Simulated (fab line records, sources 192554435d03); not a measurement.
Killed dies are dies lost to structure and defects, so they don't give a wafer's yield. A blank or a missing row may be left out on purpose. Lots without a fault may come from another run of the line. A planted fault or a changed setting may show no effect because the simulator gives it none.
Chamber matching | flow n5_finfet | N5_MOL_CONTACT_COAG_ETCH_124 on rie_diel-06: 4 sister chambers
The step etches SiNx in CH3F/O2, stops on SiOC, target depth 6.5 nm. 4 wafers are shown with their chamber, then 8 later ones without.

WAFERS WITH THEIR CHAMBER
wafer  | chamber | drypump_motor_current_A (A)
L090.3 | 0       | 6.3
L090.4 | 3       | 6.6
L090.5 | 1       | 4.8
L092.1 | 2       | 5.4

WAFERS WITHOUT THEIR CHAMBER
wafer  | drypump_motor_current_A (A)
L092.2 | 6.6
L092.3 | 4.8
L095.2 | 6.2
L095.3 | 5.4
L095.4 | 6.2
L096.1 | 6.6
L096.2 | 4.9
L096.4 | 6.2

WHICH CHAMBER EACH WENT THROUGH
wafer  | from the rows above | in truth
L092.2 | 3                   | 3
L092.3 | 1                   | 1
L095.2 | 0                   | 0
L095.3 | 2                   | 2
L095.4 | 0                   | 0
L096.1 | 3                   | 3
L096.2 | 1                   | 1
L096.4 | 0                   | 0
Placed correctly: 8 of 8. Can't be placed from these rows: 0. Placed wrongly: 0.
How it was worked out, from the rows above alone: a wafer's distance from a chamber is the root of the sum, over the readings, of the square of ((its reading less the chamber's mean) divided by the reading's scatter). The wafer belongs to the nearest chamber; if the next one is less than 2 further off, it can't be placed. A chamber's mean is the mean of its shown wafers. The scatter: with one shown wafer a chamber, the root of the mean of the squares of how far each hidden wafer lies from its nearest shown one.
